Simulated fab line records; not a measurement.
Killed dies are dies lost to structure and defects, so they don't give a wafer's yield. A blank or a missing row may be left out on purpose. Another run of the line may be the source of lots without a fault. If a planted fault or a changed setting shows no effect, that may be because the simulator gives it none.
fab line records -- flow n5_finfet
record: lots: 15, wafers: 45, last_day: 17
route steps=1938 shown BEOL_M7@1280
lots that met no fault: taken from a fault-free run of the same line
start_h: hours from the record's opening day to when the first of the lot's shown wafers began -- wait_h: how many hours have passed since the lot's step before this one -- " unchanged from the row above -- L1.1+2: one row covering several wafers at once -- - no value, or no start given -- * or withheld: withheld -- < > ~ a bound
route shown NAME@n: a module of which the file shows steps, and the number in the route of the first -- usual: mean/standard deviation taken from wafers without a fault -- same: alike in all rows -- chamber/n: place in a boat -- sites: each site's reading -- _std_site: standard deviation across them -- _edge_site: outer sites' mean less inner sites' -- radius_mm: how far each site lies from the wafer's centre -- mask NAME#n: copy n -- behind: the tool/chamber that last shaped the wafer -- hold: cause of the lot's hold/its duration in hours/its outcome -- device: whichever transistor did not switch (one of n, p or np) -- end of line: tests run on the same wafers once the route is complete -- a step with no rows: only its recipe -- killed: count of dies lost to structure and defects at first sort (not the wafer's yield) -- map: per-die view of a wafer (x killed, . not killed, _ where there is no die)
set.NAME: the setting that was run; set.NAME@STEP: the one run at that earlier step -- model.NAME: the simulator's own value behind a step, which no gauge read
one table for each step of the route and one row for each wafer, over a sample of lots
services: the hour from which a tool's chamber was out of use, counted from the record's first day as start_h (under 0 if before that day), plus the number of hours and why
== steps ==
step: N5_BEOL_M7_ETCH_61
recipe: chemistry: CF4, target: SiARC, target_depth_a: 455, mask_material: CAR-ArF, time_s: 75.8, ion_energy_ev: 80, pressure_mtorr: 40, source_w: 545, bias_w: 36, Ar_flow_sccm: 100, cf4_flow_sccm: 100, ends: cleared
usual: drypump_motor_current_A: 5.5/0.46, etch_rf_on_time_s: 75.6/1.1, oes_product_au: 0.67/0.074, rf_vpp_V: 184.2/1.1, showerhead_plenum_p_Torr: 2.16/0.064, throttle_valve_pct: 15.58/0.21
lot.wafer,tool,chamber,start_h,wait_h,drypump_motor_current_A,etch_rf_on_time_s,oes_product_au,rf_hours_counter_h,rf_vpp_V,showerhead_plenum_p_Torr,throttle_valve_pct
L755.1,rie_diel-02,2,200.60,0.0,5.2,74.9,0.65,168,186.6,2.13,15.74
L755.2,rie_diel-02,3,200.60,0.0,5.8,76.3,0.63,179,185.6,2.22,15.71
L755.4,rie_diel-02,0,200.60,0.0,5.9,76.4,0.77,36,184.8,2.26,15.10
L756.1,rie_diel-03,0,204.47,0.0,5.6,74.2,0.69,103,183.8,2.15,15.47
L756.2,rie_diel-03,2,204.47,0.0,4.9,74.0,0.80,13,186.0,2.19,15.46
L756.4,rie_diel-03,3,204.47,0.0,5.3,75.6,0.60,202,184.1,2.13,15.65
L757.1,rie_diel-02,2,207.92,0.0,5.2,74.5,0.65,170,183.6,2.13,15.72
L757.5,rie_diel-02,3,207.92,0.0,5.8,76.4,0.63,-,185.4,2.22,15.70
L757.6,rie_diel-02,2,207.92,0.0,5.2,74.1,0.65,-,182.9,2.13,15.74
L759.1,rie_diel-02,1,212.85,0.0,5.4,76.1,0.73,44,183.3,2.17,15.30
L759.2,rie_diel-02,0,212.85,0.0,5.9,76.8,0.76,38,184.5,2.26,15.09
L759.3,rie_diel-02,2,212.85,0.0,5.2,74.9,0.65,172,184.6,2.13,15.72
L761.1,rie_diel-05,0,232.95,0.0,6.5,75.8,0.58,247,182.4,2.11,16.03
L761.2,rie_diel-05,1,232.95,0.0,5.0,76.8,0.60,224,184.6,2.19,15.57
L761.6,rie_diel-05,1,232.95,0.0,5.0,77.4,0.60,-,185.9,2.19,15.56
L762.2,rie_diel-05,3,236.72,0.0,5.5,75.5,0.63,181,183.4,2.05,15.77
L762.5,rie_diel-05,2,236.72,0.0,6.3,76.9,0.58,-,183.0,2.03,15.96
L762.6,rie_diel-05,1,236.72,0.0,5.0,78.2,0.60,-,184.6,2.19,15.55
L763.1,rie_diel-05,1,250.56,0.0,5.0,78.4,0.59,231,186.3,2.19,15.55
L763.3,rie_diel-05,2,250.56,0.0,6.3,76.5,0.58,240,182.5,2.03,15.97
L763.5,rie_diel-05,1,250.56,0.0,5.0,77.5,0.60,-,184.3,2.19,15.57
L764.1,rie_diel-05,1,253.31,0.0,5.0,77.7,0.60,233,182.8,2.19,15.57
L764.3,rie_diel-05,3,253.31,0.0,5.5,74.6,0.63,189,183.0,2.05,15.77
L764.6,rie_diel-05,2,253.31,0.0,6.4,76.1,0.58,-,182.5,2.03,15.97
L765.3,rie_diel-03,3,260.99,0.0,5.4,75.6,0.59,223,184.2,2.12,15.71
L765.4,rie_diel-03,1,260.99,0.0,5.4,74.9,0.67,131,184.7,2.15,15.53
L765.5,rie_diel-03,3,260.99,0.0,5.4,75.6,0.59,-,183.9,2.12,15.72
L770.1,rie_diel-03,1,300.17,0.0,5.4,76.0,0.66,146,184.6,2.14,15.55
L770.3,rie_diel-03,3,300.17,0.0,5.4,76.6,0.58,237,183.9,2.12,15.73
L770.5,rie_diel-03,2,300.17,0.0,4.8,74.0,0.75,-,183.6,2.18,15.51
L773.1,rie_diel-02,3,307.32,0.0,5.8,76.9,0.61,203,185.1,2.21,15.74
L773.2,rie_diel-02,2,307.32,0.0,5.2,75.3,0.63,194,184.5,2.12,15.79
L773.4,rie_diel-02,0,307.32,0.0,5.9,76.2,0.73,-,186.3,2.25,15.15
L774.2,rie_diel-05,3,308.73,0.0,5.5,75.5,0.61,212,183.9,2.04,15.84
L774.4,rie_diel-05,0,308.73,0.0,6.4,74.9,0.80,21,183.2,2.10,15.59
L774.6,rie_diel-05,2,308.73,0.0,6.3,75.2,0.83,-,184.4,2.28,15.48
L776.2,rie_diel-05,3,321.00,0.0,5.5,75.6,0.61,217,182.6,2.04,15.86
L776.4,rie_diel-05,3,321.00,0.0,5.5,75.7,0.60,-,182.5,2.04,15.84
L776.6,rie_diel-05,0,321.00,0.0,6.4,75.2,0.78,-,184.2,2.10,15.61
L775.1,rie_diel-05,0,327.82,0.0,6.4,74.7,0.78,28,182.2,2.10,15.62
L775.4,rie_diel-05,0,327.82,0.0,6.4,75.1,0.79,-,183.1,2.10,15.60
L775.6,rie_diel-05,3,327.82,0.0,5.5,76.1,0.60,-,182.1,2.04,15.84
L777.3,rie_diel-03,0,331.17,0.0,5.5,76.4,0.65,145,184.2,2.14,15.54
L777.4,rie_diel-03,1,331.17,0.0,5.4,75.4,0.66,158,185.0,2.14,15.57
L777.5,rie_diel-03,2,331.17,0.0,4.8,74.3,0.74,-,183.6,2.18,15.53
step: N5_BEOL_M7_STRIP_67
recipe: chemistry: CF4, resist: SiARC, power_w: 300, bias_power_w: 75, pressure_mtorr: 50, cf4_flow_sccm: 150, rf_frequency_hz: 6e+07
usual: drypump_motor_current_A: 5.5/0.46, oes_product_au: 0.78/0.082, rf_vpp_V: 271.3/1.5, showerhead_plenum_p_Torr: 1.80/0.054, throttle_valve_pct: 13.56/0.23
lot.wafer,tool,chamber,start_h,wait_h,drypump_motor_current_A,oes_product_au,rf_hours_counter_h,rf_vpp_V,showerhead_plenum_p_Torr,throttle_valve_pct
L755.1,rie_diel-02,2,200.80,0.0,5.2,0.76,168,271.0,1.79,13.74
L755.2,rie_diel-02,3,200.80,0.0,5.8,0.74,179,271.8,1.86,13.69
L755.4,rie_diel-02,0,200.80,0.0,5.9,0.90,36,273.3,1.89,13.07
L756.1,rie_diel-03,0,204.67,0.0,5.5,0.80,103,271.9,1.80,13.48
L756.2,rie_diel-03,2,204.67,0.0,4.8,0.93,13,272.0,1.83,13.36
L756.4,rie_diel-03,3,204.67,0.0,5.4,0.70,202,271.5,1.78,13.64
L757.1,rie_diel-02,2,208.13,0.0,5.2,0.76,170,271.1,1.79,13.73
L757.5,rie_diel-02,3,208.13,0.0,5.8,0.73,-,272.4,1.86,13.69
L757.6,rie_diel-02,2,208.13,0.0,5.2,0.76,-,271.5,1.79,13.73
L759.1,rie_diel-02,1,213.06,0.0,5.4,0.85,44,270.9,1.82,13.26
L759.2,rie_diel-02,0,213.06,0.0,5.9,0.89,39,272.9,1.89,13.07
L759.3,rie_diel-02,2,213.06,0.0,5.1,0.75,172,271.9,1.79,13.74
L761.1,rie_diel-05,0,233.15,0.0,6.4,0.68,247,270.0,1.77,14.04
L761.2,rie_diel-05,1,233.15,0.0,5.0,0.71,224,273.0,1.83,13.55
L761.6,rie_diel-05,1,233.15,0.0,5.0,0.72,-,270.8,1.83,13.55
L762.2,rie_diel-05,3,236.92,0.0,5.5,0.73,181,268.7,1.71,13.73
L762.5,rie_diel-05,2,236.92,0.0,6.3,0.68,-,267.6,1.71,13.98
L762.6,rie_diel-05,1,236.92,0.0,5.0,0.71,-,273.3,1.83,13.57
L763.1,rie_diel-05,1,250.77,0.0,5.0,0.71,231,272.8,1.83,13.59
L763.3,rie_diel-05,2,250.77,0.0,6.4,0.68,240,268.4,1.70,13.98
L763.5,rie_diel-05,1,250.77,0.0,5.0,0.71,-,271.6,1.83,13.59
L764.1,rie_diel-05,1,253.51,0.0,5.1,0.71,233,271.9,1.83,13.57
L764.3,rie_diel-05,3,253.51,0.0,5.5,0.73,189,268.9,1.71,13.75
L764.6,rie_diel-05,2,253.51,0.0,6.4,0.68,-,271.5,1.70,14.00
L765.3,rie_diel-03,3,261.19,0.0,5.4,0.70,223,270.0,1.77,13.69
L765.4,rie_diel-03,1,261.19,0.0,5.4,0.79,131,271.2,1.79,13.47
L765.5,rie_diel-03,3,261.19,0.0,5.3,0.70,-,271.2,1.77,13.69
L770.1,rie_diel-03,1,300.37,0.0,5.4,0.78,146,268.8,1.79,13.52
L770.3,rie_diel-03,3,300.37,0.0,5.4,0.67,237,270.5,1.77,13.72
L770.5,rie_diel-03,2,300.37,0.0,4.8,0.87,-,269.5,1.83,13.45
L773.1,rie_diel-02,3,307.53,0.0,5.8,0.72,203,269.8,1.85,13.73
L773.2,rie_diel-02,2,307.53,0.0,5.2,0.73,194,271.5,1.78,13.80
L773.4,rie_diel-02,0,307.53,0.0,5.9,0.87,-,272.4,1.89,13.12
L774.2,rie_diel-05,3,308.93,0.0,5.5,0.71,212,268.8,1.70,13.80
L774.4,rie_diel-05,0,308.93,0.0,6.5,0.93,21,272.3,1.76,13.52
L774.6,rie_diel-05,2,308.93,0.0,6.3,0.95,-,273.5,1.91,13.46
L776.2,rie_diel-05,3,321.21,0.0,5.5,0.71,218,269.9,1.70,13.81
L776.4,rie_diel-05,3,321.21,0.0,5.5,0.71,-,269.4,1.70,13.82
L776.6,rie_diel-05,0,321.21,0.0,6.4,0.91,-,269.7,1.76,13.50
L775.1,rie_diel-05,0,328.02,0.0,6.4,0.91,29,269.7,1.76,13.52
L775.4,rie_diel-05,0,328.02,0.0,6.4,0.91,-,271.1,1.76,13.56
L775.6,rie_diel-05,3,328.02,0.0,5.5,0.71,-,267.9,1.70,13.81
L777.3,rie_diel-03,0,331.38,0.0,5.5,0.76,145,270.7,1.79,13.56
L777.4,rie_diel-03,1,331.38,0.0,5.4,0.76,158,272.1,1.79,13.54
L777.5,rie_diel-03,2,331.38,0.0,4.8,0.86,-,271.9,1.82,13.47
step: N5_BEOL_M7_DEVELOP_27
recipe: develop_time_s: 30, developer: TMAH, resist: CAR-EUV, rinse_liquid: surfactant_rinse, dry: air_spin, dev_temp_c: 23
usual: chill_plate_temp_C: 23.01/0.1, develop_time_s: 30/0, developer_temp_C: 23.00/0.1
lot.wafer,tool,chamber,start_h,wait_h,chill_plate_temp_C,develop_time_s,developer_temp_C
L755.1,litho_track-03,0,202.86,-,23.01,30,22.77
L755.2,litho_track-03,0,202.86,-,22.97,30,22.97
L755.4,litho_track-03,0,202.86,-,22.96,30,23.02
L756.1,litho_track-05,0,205.96,-,23.21,30,23.00
L756.2,litho_track-05,0,205.96,-,23.04,30,23.00
L756.4,litho_track-05,0,205.96,-,23.03,30,22.90
L757.1,litho_track-05,0,208.60,-,23.05,30,22.99
L757.5,litho_track-05,0,208.60,-,23.09,30,22.96
L757.6,litho_track-05,0,208.60,-,22.93,30,22.97
L759.1,litho_track-05,0,215.58,-,23.12,30,22.91
L759.2,litho_track-05,0,215.58,-,23.09,30,23.10
L759.3,litho_track-05,0,215.58,-,22.93,30,23.09
L761.1,litho_track-05,0,233.94,-,23.01,30,22.86
L761.2,litho_track-05,0,233.94,-,22.94,30,22.87
L761.6,litho_track-05,0,233.94,-,23.04,30,23.10
L762.2,litho_track-05,-,238.99,-,-,-,-
L762.5,litho_track-05,-,238.99,-,-,-,-
L762.6,litho_track-05,-,238.99,-,-,-,-
L763.1,litho_track-01,-,251.39,-,-,-,-
L763.3,litho_track-01,-,251.39,-,-,-,-
L763.5,litho_track-01,-,251.39,-,-,-,-
L764.1,litho_track-01,-,254.14,-,-,-,-
L764.3,litho_track-01,-,254.14,-,-,-,-
L764.6,litho_track-01,-,254.14,-,-,-,-
L765.3,litho_track-03,0,261.71,-,22.84,30,22.81
L765.4,litho_track-03,0,261.71,-,22.98,30,22.93
L765.5,litho_track-03,0,261.71,-,22.89,30,23.03
L770.1,litho_track-01,0,301.76,-,22.99,30,22.98
L770.3,litho_track-01,0,301.76,-,23.13,30,22.96
L770.5,litho_track-01,0,301.76,-,23.07,30,22.93
L773.1,litho_track-03,0,308.59,-,23.22,30,23.24
L773.2,litho_track-03,0,308.59,-,23.24,30,23.11
L773.4,litho_track-03,0,308.59,-,23.32,30,23.17
L774.2,litho_track-03,0,310.04,-,22.91,30,22.95
L774.4,litho_track-03,0,310.04,-,23.04,30,22.81
L774.6,litho_track-03,0,310.04,-,23.04,30,22.85
L776.2,litho_track-03,0,321.94,-,22.95,30,23.01
L776.4,litho_track-03,0,321.94,-,23.00,30,22.95
L776.6,litho_track-03,0,321.94,-,23.09,30,22.95
L775.1,litho_track-05,0,329.56,-,23.05,30,23.12
L775.4,litho_track-05,0,329.56,-,22.83,30,23.08
L775.6,litho_track-05,0,329.56,-,22.98,30,23.10
L777.3,litho_track-01,0,332.24,-,23.08,30,23.04
L777.4,litho_track-01,0,332.24,-,22.98,30,22.91
L777.5,litho_track-01,0,332.24,-,23.14,30,23.04
step: N5_BEOL_M7_ETCH_66
recipe: chemistry: N2/H2, target: SOC, target_depth_a: 800, overetch_a: 160, mask_material: SiARC, temp_c: 40, time_s: 120, ion_energy_ev: 200, pressure_mtorr: 30, source_w: 840, bias_w: 150, n2_flow_sccm: 200, h2_flow_sccm: 200
usual: drypump_motor_current_A: 5.6/0.46, oes_product_au: 0.60/0.067, rf_vpp_V: 523.8/2.5, showerhead_plenum_p_Torr: 2.54/0.083, temp_c: 39.99/0.11, throttle_valve_pct: 17.79/0.25
lot.wafer,tool,chamber,start_h,wait_h,drypump_motor_current_A,oes_product_au,rf_hours_counter_h,rf_vpp_V,showerhead_plenum_p_Torr,temp_c,throttle_valve_pct
L755.1,rie_diel-03,1,203.45,0.0,5.4,0.61,113,523.9,2.55,40.23,17.60
L755.2,rie_diel-03,3,203.45,0.0,5.3,0.54,202,524.5,2.52,39.91,17.78
L755.4,rie_diel-03,0,203.45,0.0,5.6,0.62,103,525.8,2.57,39.80,17.77
L756.1,rie_diel-02,3,206.22,0.0,5.8,0.56,181,526.6,2.63,39.97,17.71
L756.2,rie_diel-02,0,206.22,0.0,5.9,0.69,37,528.2,2.69,39.93,17.17
L756.4,rie_diel-02,2,206.22,0.0,5.2,0.58,169,523.8,2.54,40.00,18.01
L757.1,rie_diel-02,1,208.92,0.0,5.4,0.65,43,527.0,2.58,40.06,17.54
L757.5,rie_diel-02,2,208.92,0.0,5.2,0.58,-,524.9,2.54,39.93,18.01
L757.6,rie_diel-02,3,208.92,0.0,5.8,0.57,-,527.2,2.63,39.98,17.70
L759.1,rie_diel-02,1,215.86,0.0,5.4,0.65,45,524.7,2.58,40.03,17.56
L759.2,rie_diel-02,3,215.86,0.0,5.8,0.56,184,525.7,2.63,40.01,17.71
L759.3,rie_diel-02,0,215.86,0.0,5.9,0.68,40,529.0,2.69,39.90,17.19
L761.1,rie_diel-05,3,234.21,0.0,5.5,0.57,180,520.1,2.43,40.24,17.96
L761.2,rie_diel-05,1,234.21,0.0,5.0,0.55,224,523.9,2.62,39.81,17.79
L761.6,rie_diel-05,0,234.21,0.0,6.4,0.52,-,522.6,2.50,39.96,18.18
L762.2,rie_diel-02,0,239.28,0.0,5.9,0.68,49,527.9,2.69,39.80,17.18
L762.5,rie_diel-02,2,239.28,0.0,5.2,0.57,-,522.9,2.53,40.18,18.02
L762.6,rie_diel-02,3,239.28,0.0,5.7,0.56,-,526.3,2.62,40.11,17.74
L763.1,rie_diel-03,0,252.20,0.0,5.6,0.60,119,524.2,2.56,39.91,17.79
L763.3,rie_diel-03,1,252.20,0.0,5.4,0.61,127,524.4,2.55,40.01,17.60
L763.5,rie_diel-03,3,252.20,0.0,5.4,0.53,-,524.2,2.51,40.14,17.85
L764.1,rie_diel-03,0,254.53,0.0,5.6,0.59,121,523.5,2.56,40.08,17.79
L764.3,rie_diel-03,1,254.53,0.0,5.5,0.61,129,523.6,2.55,39.99,17.60
L764.6,rie_diel-03,0,254.53,0.0,5.5,0.60,-,523.9,2.56,39.98,17.80
L765.3,rie_diel-05,1,262.48,0.0,5.0,0.54,237,527.7,2.61,40.18,17.80
L765.4,rie_diel-05,2,262.48,0.0,6.4,0.51,247,519.8,2.40,40.04,18.20
L765.5,rie_diel-05,2,262.48,0.0,6.4,0.52,-,520.5,2.40,40.04,18.22
L770.1,rie_diel-02,0,302.31,0.0,5.9,0.66,61,527.4,2.68,40.02,17.21
L770.3,rie_diel-02,2,302.31,0.0,5.2,0.57,192,523.4,2.53,39.81,18.03
L770.5,rie_diel-02,2,302.31,0.0,5.2,0.57,-,522.0,2.53,39.89,18.05
L773.1,rie_diel-03,0,308.85,0.0,5.5,0.59,141,523.6,2.55,39.96,17.83
L773.2,rie_diel-03,2,308.85,0.0,4.9,0.67,46,524.1,2.59,40.19,17.71
L773.4,rie_diel-03,0,308.85,0.0,5.5,0.58,-,524.5,2.55,39.89,17.82
L774.2,rie_diel-05,1,310.30,0.0,5.0,0.54,249,523.5,2.60,39.76,17.81
L774.4,rie_diel-05,0,310.30,0.0,6.5,0.72,21,522.2,2.49,39.99,17.80
L774.6,rie_diel-05,3,310.30,0.0,5.5,0.55,-,520.4,2.42,40.05,18.03
L776.2,rie_diel-02,0,322.20,0.0,5.9,0.65,68,528.7,2.68,40.02,17.24
L776.4,rie_diel-02,3,322.20,0.0,5.8,0.55,208,525.3,2.62,40.08,17.75
L776.6,rie_diel-02,1,322.20,0.0,5.4,0.63,-,524.2,2.57,40.12,17.61
L775.1,rie_diel-03,0,329.82,0.0,5.6,0.59,144,523.6,2.55,40.04,17.82
L775.4,rie_diel-03,2,329.82,0.0,4.8,0.66,55,524.7,2.58,39.94,17.74
L775.6,rie_diel-03,0,329.82,0.0,5.5,0.58,-,522.8,2.55,39.87,17.84
L777.3,rie_diel-02,2,332.50,0.0,5.2,0.56,202,521.4,2.52,40.08,18.06
L777.4,rie_diel-02,0,332.50,0.0,5.9,0.66,72,526.9,2.68,39.87,17.24
L777.5,rie_diel-02,2,332.50,0.0,5.2,0.56,-,523.6,2.52,40.17,18.05
== services ==
tool,chamber,start_h,hours,kind
rie_diel-05,0,215.24,3.8,repair
rie_diel-05,0,241.21,-,clean
rie_diel-05,0,241.21,-,consumable_replace:focus_ring
rie_diel-05,0,241.21,16.2,scheduled_down
rie_diel-05,0,241.21,16.2,vent_cycle
rie_diel-02,-,243.38,28.1,pm
rie_diel-05,-,253.86,0.2,repair
rie_diel-05,2,270.57,-,clean
rie_diel-05,2,270.57,-,consumable_replace:focus_ring
rie_diel-05,2,270.57,-,consumable_replace:showerhead
rie_diel-05,2,270.57,31.4,scheduled_down
rie_diel-05,2,270.57,31.4,vent_cycle
litho_track-01,-,281.54,-,consumable_replace:filter
rie_diel-02,3,290.29,7.6,repair
rie_diel-02,1,297.44,11.5,repair
rie_diel-03,0,312.23,12.7,repair
rie_diel-05,1,313.46,-,clean
rie_diel-05,1,313.46,-,consumable_replace:focus_ring
rie_diel-05,1,313.46,15.3,scheduled_down
rie_diel-05,1,313.46,15.3,vent_cycle
== key ==
first_sign: step: N5_BEOL_M7_DEVELOP_27, reading: tool_record, direction: missing
effect none on later readings
met_at N5_BEOL_M7_DEVELOP_27
struck_lots L762,L763,L764
later_rows_left_out L762.2,L762.5,L762.6,L763.1,L763.3,L763.5,L764.1,L764.3,L764.6
sort_left_out L762.2,L762.5,L762.6,L763.1,L763.3,L763.5,L764.1,L764.3,L764.6
not_acting_at N5_BEOL_M7_ETCH_61,N5_BEOL_M7_STRIP_67,N5_BEOL_M7_ETCH_66
onset_between 233.94 238.99
fault: kind: skipped_step_whole, tool: litho_track-01,litho_track-05, chamber: -, onset_h: 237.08, steps: N5_BEOL_M7_DEVELOP_27, scope: struck_lots_only
sort_left_out: the simulated sort isn't trusted on such a fault, so these wafers' sort isn't shown, and their yield isn't known
later_rows_left_out: the simulator's readings of these wafers behind a module that went badly wrong aren't trusted and aren't shown, but for the sort
